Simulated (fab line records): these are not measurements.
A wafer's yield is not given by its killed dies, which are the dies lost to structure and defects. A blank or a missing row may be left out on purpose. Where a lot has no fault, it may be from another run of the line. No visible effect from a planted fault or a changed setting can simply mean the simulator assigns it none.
Chamber matching ; flow nand harc ; NHARC_A_BONDPAD_DESCUM_11 on rie diel-05 has 4 sister chambers
The step chemistry O2, time 3 s. 4 wafers are shown with their chamber, then 9 later ones without.

## WAFERS PAIRED WITH THEIR CHAMBERS
wafer;chamber;drypump motor current A (A)
L585.3;2;5.75
L588.1;3;5.38
L588.2;0;5.72
L588.3;1;5.40

## WAFERS MISSING THEIR CHAMBER
wafer;drypump motor current A (A)
L591.1;5.33
L591.3;5.74
L591.5;5.74
L590.1;5.75
L590.3;5.43
L590.4;5.35
L592.1;5.71
L592.2;5.31
L592.3;5.74

## WHICH CHAMBER EACH ONE RAN IN
wafer;from the rows above;in truth
L591.1;can't be placed: 3 or 1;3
L591.3;can't be placed: 2 or 0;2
L591.5;can't be placed: 2 or 0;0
L590.1;can't be placed: 2 or 0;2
L590.3;can't be placed: 1 or 3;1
L590.4;can't be placed: 3 or 1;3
L592.1;can't be placed: 0 or 2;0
L592.2;can't be placed: 3 or 1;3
L592.3;can't be placed: 2 or 0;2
Correct placement for 0 of the 9. From these rows, 9 cannot be placed; in 9 the true chamber is one of the candidates. Wrongly placed: 0.
How it was worked out, from the rows above alone: a wafer's distance from a chamber is the root of the sum, over the readings, of the square of ((its reading less the chamber's mean) divided by the reading's scatter). The wafer belongs to the nearest chamber; if the next one is less than 2 further off, it can't be placed. For every chamber, the mean is computed from those of its wafers that are shown. The scatter: with one shown wafer a chamber, the root of the mean of the squares of how far each hidden wafer lies from its nearest shown one.
